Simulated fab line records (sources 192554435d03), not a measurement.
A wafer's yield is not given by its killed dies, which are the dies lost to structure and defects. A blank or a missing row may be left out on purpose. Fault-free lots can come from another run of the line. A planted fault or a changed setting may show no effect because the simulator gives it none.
Matching of chambers / flow n5-finfet / N5_MOL_CONTACT_COAG_ETCH_65 on rie-diel-01: 4 sister chambers
The step etches underlayer in N2/H2, target depth 13 nm, time 10.4 s. 20 wafers are shown with their chamber, then 10 later ones without.

## WAFERS, EACH WITH ITS CHAMBER
wafer=L074.1; chamber=2; drypump-motor-current-A (A)=5.1; showerhead-plenum-p-Torr (Torr)=2.49; rf-vpp-V (V)=522
wafer=L074.3; chamber=0; drypump-motor-current-A (A)=5.6; showerhead-plenum-p-Torr (Torr)=2.51; rf-vpp-V (V)=523
wafer=L074.5; chamber=2; drypump-motor-current-A (A)=5.1; showerhead-plenum-p-Torr (Torr)=2.48; rf-vpp-V (V)=521
wafer=L076.2; chamber=2; drypump-motor-current-A (A)=5.1; showerhead-plenum-p-Torr (Torr)=2.48; rf-vpp-V (V)=523
wafer=L076.3; chamber=3; drypump-motor-current-A (A)=6.5; showerhead-plenum-p-Torr (Torr)=2.71; rf-vpp-V (V)=528
wafer=L076.5; chamber=1; drypump-motor-current-A (A)=5.8; showerhead-plenum-p-Torr (Torr)=2.51; rf-vpp-V (V)=521
wafer=L080.1; chamber=1; drypump-motor-current-A (A)=5.8; showerhead-plenum-p-Torr (Torr)=2.50; rf-vpp-V (V)=523
wafer=L080.3; chamber=3; drypump-motor-current-A (A)=6.5; showerhead-plenum-p-Torr (Torr)=2.70; rf-vpp-V (V)=529
wafer=L080.4; chamber=3; drypump-motor-current-A (A)=6.5; showerhead-plenum-p-Torr (Torr)=2.70; rf-vpp-V (V)=530
wafer=L082.1; chamber=2; drypump-motor-current-A (A)=5.1; showerhead-plenum-p-Torr (Torr)=2.48; rf-vpp-V (V)=523
wafer=L082.4; chamber=3; drypump-motor-current-A (A)=6.4; showerhead-plenum-p-Torr (Torr)=2.70; rf-vpp-V (V)=531
wafer=L082.6; chamber=2; drypump-motor-current-A (A)=5.1; showerhead-plenum-p-Torr (Torr)=2.48; rf-vpp-V (V)=523
wafer=L085.2; chamber=3; drypump-motor-current-A (A)=6.5; showerhead-plenum-p-Torr (Torr)=2.70; rf-vpp-V (V)=529
wafer=L085.4; chamber=1; drypump-motor-current-A (A)=5.8; showerhead-plenum-p-Torr (Torr)=2.50; rf-vpp-V (V)=522
wafer=L085.6; chamber=0; drypump-motor-current-A (A)=5.7; showerhead-plenum-p-Torr (Torr)=2.50; rf-vpp-V (V)=522
wafer=L086.2; chamber=0; drypump-motor-current-A (A)=5.7; showerhead-plenum-p-Torr (Torr)=2.50; rf-vpp-V (V)=521
wafer=L086.4; chamber=2; drypump-motor-current-A (A)=5.1; showerhead-plenum-p-Torr (Torr)=2.48; rf-vpp-V (V)=522
wafer=L086.5; chamber=3; drypump-motor-current-A (A)=6.5; showerhead-plenum-p-Torr (Torr)=2.69; rf-vpp-V (V)=529
wafer=L090.1; chamber=0; drypump-motor-current-A (A)=5.6; showerhead-plenum-p-Torr (Torr)=2.49; rf-vpp-V (V)=522
wafer=L090.4; chamber=0; drypump-motor-current-A (A)=5.6; showerhead-plenum-p-Torr (Torr)=2.49; rf-vpp-V (V)=522

SIGNATURES (averages over the wafers above)
reading=drypump-motor-current-A; chamber 0=5.640; chamber 1=5.800; chamber 2=5.100; chamber 3=6.483; scatter within a chamber=0.0356
reading=showerhead-plenum-p-Torr; chamber 0=2.4980; chamber 1=2.5033; chamber 2=2.4817; chamber 3=2.7000; scatter within a chamber=0.00627
reading=rf-vpp-V; chamber 0=522.00; chamber 1=522.00; chamber 2=522.33; chamber 3=529.33; scatter within a chamber=0.89
Rule: distance of a wafer from a chamber = root of the sum over the readings of ((wafer's reading minus chamber's mean) / reading's scatter) squared. If the next closest chamber is less than 2 further off than the closest, the wafer can't be placed; otherwise it belongs to the closest. The scatter is the square root of a quotient: the sum, over the shown wafers, of each reading's squared deviation from its chamber's mean, divided by wafers minus chambers.

## WAFERS WITH NO CHAMBER GIVEN
wafer=L090.6; drypump-motor-current-A (A)=6.5; showerhead-plenum-p-Torr (Torr)=2.69; rf-vpp-V (V)=529
wafer=L092.2; drypump-motor-current-A (A)=6.6; showerhead-plenum-p-Torr (Torr)=2.69; rf-vpp-V (V)=528
wafer=L092.3; drypump-motor-current-A (A)=5.8; showerhead-plenum-p-Torr (Torr)=2.49; rf-vpp-V (V)=523
wafer=L092.5; drypump-motor-current-A (A)=6.5; showerhead-plenum-p-Torr (Torr)=2.69; rf-vpp-V (V)=528
wafer=L093.2; drypump-motor-current-A (A)=5.8; showerhead-plenum-p-Torr (Torr)=2.49; rf-vpp-V (V)=522
wafer=L093.4; drypump-motor-current-A (A)=6.5; showerhead-plenum-p-Torr (Torr)=2.69; rf-vpp-V (V)=528
wafer=L093.6; drypump-motor-current-A (A)=5.8; showerhead-plenum-p-Torr (Torr)=2.49; rf-vpp-V (V)=521
wafer=L096.1; drypump-motor-current-A (A)=5.1; showerhead-plenum-p-Torr (Torr)=2.47; rf-vpp-V (V)=522
wafer=L096.3; drypump-motor-current-A (A)=5.8; showerhead-plenum-p-Torr (Torr)=2.49; rf-vpp-V (V)=523
wafer=L096.4; drypump-motor-current-A (A)=5.6; showerhead-plenum-p-Torr (Torr)=2.49; rf-vpp-V (V)=523

## WHICH CHAMBER EACH WENT THROUGH
wafer=L090.6; from the rows above=3; in truth=3
wafer=L092.2; from the rows above=3; in truth=3
wafer=L092.3; from the rows above=1; in truth=1
wafer=L092.5; from the rows above=3; in truth=3
wafer=L093.2; from the rows above=1; in truth=1
wafer=L093.4; from the rows above=3; in truth=3
wafer=L093.6; from the rows above=1; in truth=1
wafer=L096.1; from the rows above=2; in truth=2
wafer=L096.3; from the rows above=1; in truth=1
wafer=L096.4; from the rows above=0; in truth=0
Placed correctly: 10 of 10. Not placeable from these rows: 0. Number placed wrongly: 0.
